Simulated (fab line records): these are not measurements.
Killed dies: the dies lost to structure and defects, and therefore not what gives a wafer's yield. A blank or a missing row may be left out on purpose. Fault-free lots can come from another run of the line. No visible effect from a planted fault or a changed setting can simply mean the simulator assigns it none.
fab line records	flow nand-harc
record lots=13	wafers=39	last-day=34
route steps=1302 shown P_CONTACT@219
lots that met no fault: from a run of the same line without faults
start-h: the number of hours between the record's first day and the start of the first shown wafer of the lot	wait-h: hours since the lot's step before	" identical to the entry in the row above	L1.1+2: a single row standing in for several wafers	- no value, or no start given	* or withheld: withheld	< > ~ a bound
route shown NAME@n: a module of which the file shows steps, and the number in the route of the first	usual: average and standard deviation across the fault-free wafers	same: alike in all rows	chamber/n: place in a boat	sites: each site's reading	_std_site: standard deviation of those values	_edge_site: mean of outer sites minus mean of inner sites	radius-mm: how far each site lies from the wafer's centre	mask NAME#n: copy n	behind: the last tool/chamber to shape the wafer	hold: the reason the lot was held/the length of the hold in hours/how it ended	device: whichever transistor did not switch (one of n, p or np)	end of line: tests run on the same wafers once the route is complete	for a step that has no rows: nothing shown but its recipe	killed: at the first sort, the dies lost to defects and structure; wafer yield is something else	map: shows each die of a wafer: x if killed, . if not, _ if none is there
set.NAME: the setting that was run; set.NAME@STEP: the one run at that earlier step	model.NAME: the simulator's own value behind a step, which no gauge read
route steps across a sampled set of lots; one table per step, one row per wafer
services: when a tool's chamber went out of use (start-h, in hours from the record's first day, below 0 if earlier), for how many hours, and the reason
## steps
# step NHARC_P_CONTACT_CMP_01
# recipe target-thk-nm=200	material=SiO2
# usual motor-current-A=11.7/1.3	pad-life-wafers=188/100
lot.wafer	tool	chamber	start-h	wait-h	motor-current-A	pad-life-wafers
L558.2	cmp-03	3	119.60	-	13.5	198
L558.1	"	0	"	"	10.8	199
L558.5	"	3	"	"	12.6	-
L559.1	cmp-03	3	123.07	-	12.9	223
L559.3	"	0	"	"	9.9	224
L559.4	"	1	"	"	11.4	225
L560.2	cmp-04	0	135.97	-	11.4	96
L560.6	"	0	"	"	11.4	-
L560.5	"	1	"	"	12.0	-
L561.1	cmp-03	0	142.04	-	10.4	301
L561.4	"	1	"	"	11.9	302
L561.2	"	2	"	"	11.1	303
L568.2	cmp-03	1	213.10	-	12.2	204
L568.3	"	3	"	"	12.5	206
L568.4	"	0	"	"	10.7	207
L570.2	cmp-03	2	232.91	-	10.9	258
L570.4	"	0	"	"	11.0	260
L570.1	"	1	"	"	11.2	261
L571.4	cmp-03	2	246.87	-	11.1	319
L571.2	"	0	"	"	10.0	321
L571.6	"	1	"	"	11.7	-
L572.3	cmp-02	2	263.15	-	11.4	102
L572.4	"	3	"	"	13.2	103
L572.1	"	0	"	"	10.2	104
L573.3	cmp-02	3	264.02	-	14.3	108
L573.4	"	0	"	"	10.2	109
L573.5	"	3	"	"	14.2	-
L574.1	cmp-04	1	274.91	0.6	12.8	276
L574.4	"	0	"	"	10.8	279
L574.6	"	2	"	"	11.2	-
L576.1	cmp-03	2	296.79	-	11.1	123
L576.5	"	3	"	"	13.0	-
L576.6	"	0	"	"	10.2	-
L577.2	cmp-02	3	306.56	-	14.8	258
L577.3	"	1	"	"	12.2	260
L577.6	"	3	"	"	14.7	-
L581.2	cmp-03	3	351.93	-	13.0	319
L581.5	"	2	"	"	10.7	-
L581.6	"	3	"	"	13.0	-
# step NHARC_P_CONTACT_ETCH_18
# recipe target-depth-a=4810	time-s=240.5	c4f8-flow-sccm=20	o2-flow-sccm=10	ar-flow-sccm=withheld	rf-w=600	bias-w=1500	chemistry=C4F8/O2/Ar
# usual oes-product-au=0.955/0.023	rf-vpp-V=979/4.9
lot.wafer	tool	chamber	start-h	wait-h	oes-product-au	rf-hours-counter-h	rf-vpp-V
L558.1	rie-diel-12	1	-	-	0.957	2.3	978
L558.2	"	2	"	"	0.989	1.3	977
L558.5	"	0	"	"	0.956	-	983
L559.1	rie-diel-12	0	-	-	0.926	2.3	984
L559.3	"	1	"	"	0.914	2.6	978
L559.4	"	2	"	"	0.946	1.7	976
L560.2	rie-diel-12	0	-	-	0.954	3.0	982
L560.5	"	0	"	"	0.955	-	983
L560.6	"	2	"	"	0.979	-	976
L561.2	rie-diel-12	1	-	-	0.949	3.8	978
L561.1	"	0	"	"	0.951	3.6	982
L561.4	"	2	"	"	0.972	-	976
L568.3	rie-diel-10	3	-	-	0.965	3.3	985
L568.2	"	0	"	"	0.966	4.3	974
L568.4	"	1	"	"	1.002	4.2	986
L570.2	rie-diel-10	3	-	-	0.975	3.8	983
L570.4	"	0	"	"	0.955	4.7	974
L570.1	"	1	"	"	0.992	4.7	986
L571.4	rie-diel-12	2	-	-	0.939	7.8	976
L571.2	"	0	"	"	0.921	8.6	981
L571.6	"	3	"	"	0.948	-	980
L572.1	rie-diel-12	2	-	-	0.985	9.2	977
L572.4	"	0	"	"	0.968	9.8	985
L572.3	"	1	"	"	0.963	11.1	978
L573.4	rie-diel-12	3	-	-	0.983	8.1	977
L573.3	"	0	"	"	0.967	10.1	982
L573.5	"	0	"	"	0.969	-	983
L574.4	rie-diel-07	3	-	-	0.916	3.7	980
L574.1	"	0	"	"	0.906	3.7	988
L574.6	"	1	"	"	0.917	-	981
L576.1	rie-diel-12	1	-	-	0.967	1.4	979
L576.6	"	2	"	"	0.993	-	976
L576.5	"	3	"	"	0.951	-	981
L577.2	rie-diel-07	3	-	-	0.957	0.2	981
L577.3	"	1	"	"	0.985	0.3	982
L577.6	"	3	"	"	0.962	-	981
L581.2	rie-diel-07	2	-	-	0.927	1.3	971
L581.5	"	3	"	"	0.915	-	981
L581.6	"	0	"	"	0.915	-	987
# step NHARC_P_CONTACT_PVD_32
# recipe target-thk-a=50	chamber-pressure-pa=5	power-w=5000	substrate-temp-c=200	time-s=17.7	material=Ti
# usual throttle-valve-pct=29.5/0.87
lot.wafer	tool	chamber	start-h	wait-h	throttle-valve-pct
L558.2	pvd-sputter-02	-	122.36	-	28.9
L558.1	"	-	"	"	28.7
L558.5	"	-	"	"	29.6
L558.2	pvd-sputter-02	-	122.62	-	28.7
L558.1	"	-	"	"	28.8
L558.5	"	-	"	"	29.8
L559.4	pvd-sputter-02	-	126.13	-	30.3
L559.3	"	-	"	"	28.9
L559.1	"	-	"	"	29.7
L560.2	pvd-sputter-03	-	138.86	-	30.3
L560.6	"	-	"	"	28.4
L560.5	"	-	"	"	30.4
L561.1	pvd-sputter-02	-	145.05	-	30.2
L561.2	"	-	"	"	28.9
L561.4	"	-	"	"	29.1
L561.1	pvd-sputter-02	-	145.31	-	30.4
L561.2	"	-	"	"	28.8
L561.4	"	-	"	"	28.8
L568.3	pvd-sputter-01	-	215.78	-	27.5
L568.4	"	-	"	"	30.3
L568.2	"	-	"	"	27.6
L570.4	pvd-sputter-02	-	235.68	-	29.0
L570.2	"	-	"	"	30.4
L570.1	"	-	"	"	28.9
L571.4	pvd-sputter-02	-	249.45	-	29.5
L571.2	"	-	"	"	30.2
L571.6	"	-	"	"	29.9
L572.1	pvd-sputter-03	-	265.79	-	30.5
L572.4	"	-	"	"	29.1
L572.3	"	-	"	"	29.9
L573.3	pvd-sputter-03	-	266.64	-	30.2
L573.4	"	-	"	"	29.9
L573.5	"	-	"	"	30.4
L574.4	pvd-sputter-02	-	277.64	-	29.6
L574.1	"	-	"	"	29.1
L574.6	"	-	"	"	28.9
L576.1	pvd-sputter-03	-	299.44	-	30.3
L576.5	"	-	"	"	30.3
L576.6	"	-	"	"	30.7
L577.2	pvd-sputter-02	-	309.17	-	29.4
L577.3	"	-	"	"	30.0
L577.6	"	-	"	"	29.0
L581.2	pvd-sputter-01	-	354.77	-	27.0
L581.5	"	-	"	"	27.3
L581.6	"	-	"	"	29.1
# step NHARC_P_CONTACT_ALD_22
# recipe target-thk-a=30	pulse-time-s=1	ald-cycles=150	temp-c=450	material=TiN
# usual heater-power-w=1054/120	precursor-pulse-height-rel=1.001/0.02
lot.wafer	tool	chamber	start-h	wait-h	heater-power-w	precursor-pulse-height-rel
L558.2	ald-metal-01	1	122.75	-	1023	1.028
L558.1	"	3	"	"	1128	1.001
L558.5	"	1	"	"	1017	0.963
L559.1	ald-metal-02	2	126.24	-	1164	1.004
L559.4	"	3	"	"	1067	1.028
L559.3	"	1	"	"	1033	1.000
L560.2	ald-metal-04	1	139.02	-	947	0.991
L560.5	"	2	"	"	1369	1.012
L560.6	"	3	"	"	926	1.000
L561.4	ald-metal-04	0	145.44	-	1086	0.995
L561.1	"	1	"	"	932	0.996
L561.2	"	3	"	"	907	1.003
L568.2	ald-metal-01	3	215.90	-	1120	0.996
L568.4	"	0	"	"	932	1.009
L568.3	"	1	"	"	991	1.011
L570.1	ald-metal-02	0	235.79	-	986	0.998
L570.2	"	1	"	"	1018	0.973
L570.4	"	3	"	"	1055	1.034
L571.4	ald-metal-01	2	249.58	-	991	0.983
L571.2	"	0	"	"	936	1.012
L571.6	"	1	"	"	981	0.982
L572.3	ald-metal-02	0	265.91	-	1013	0.983
L572.1	"	2	"	"	1089	1.010
L572.4	"	3	"	"	1056	1.000
L573.4	ald-metal-04	1	266.80	-	930	1.011
L573.3	"	2	"	"	1388	0.972
L573.5	"	0	"	"	1102	1.001
L574.1	ald-metal-04	0	277.76	-	1071	0.989
L574.4	"	2	"	"	1349	1.026
L574.6	"	3	"	"	924	1.011
L576.1	ald-metal-02	1	299.56	-	1041	1.006
L576.5	"	1	"	"	1023	0.992
L576.6	"	2	"	"	1132	0.994
L577.2	ald-metal-01	3	309.31	-	1116	1.005
L577.3	"	0	"	"	963	1.021
L577.6	"	2	"	"	1019	1.001
L581.2	ald-metal-02	1	354.91	-	1042	0.987
L581.5	"	0	"	"	1014	1.003
L581.6	"	1	"	"	1029	0.980
## services
tool	chamber	start-h	hours	kind
rie-diel-12	2	95.82	10.7	repair
ald-metal-01	3	100.78	13.3	repair
pvd-sputter-02	-	104.00	10.0	pm
ald-metal-04	-	118.00	10.0	pm
rie-diel-12	3	134.20	29.8	repair
ald-metal-04	-	140.09	0.4	repair
ald-metal-01	3	152.02	23.6	repair
cmp-03	-	162.00	4.0	pm
ald-metal-01	0	162.32	23.0	repair
rie-diel-12	2	165.69	20.1	repair
ald-metal-01	-	170.00	10.0	pm
pvd-sputter-02	-	183.48	7.7	repair
rie-diel-12	-	218.04	0.4	repair
rie-diel-12	0	227.54	5.6	repair
cmp-03	-	230.18	1.7	repair
cmp-03	-	241.71	1.2	repair
ald-metal-02	-	251.09	1.0	repair
ald-metal-02	-	254.00	10.0	pm
cmp-03	-	260.00	4.0	pm
rie-diel-12	-	268.40	9.0	pm
pvd-sputter-02	-	282.00	10.0	pm
rie-diel-12	2	293.96	1.9	repair
cmp-03	-	306.77	0.3	repair
rie-diel-12	3	335.88	17.3	repair
## key
first-sign step=NHARC_P_CONTACT_PVD_32	reading=visit	direction=added
effect none on later readings
met-at NHARC_P_CONTACT_PVD_32
struck-lots L558,L561
tester-left-out L558,L561
not-acting-at NHARC_P_CONTACT_CMP_01,NHARC_P_CONTACT_ETCH_18,NHARC_P_CONTACT_ALD_22
fault kind=repeated-step-whole	tool=pvd-sputter-01,pvd-sputter-02,pvd-sputter-03	chamber=-	onset-h=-	steps=NHARC_P_CONTACT_PVD_32	times=1	scope=struck-lots-only
# tester-left-out: of these lots the tester's yield and bins aren't shown, on N5 and GAA mostly nor the transistor test; their killed dies are dies lost to structure and defects alone, not to doping, threshold or leakage, so they don't give the yield
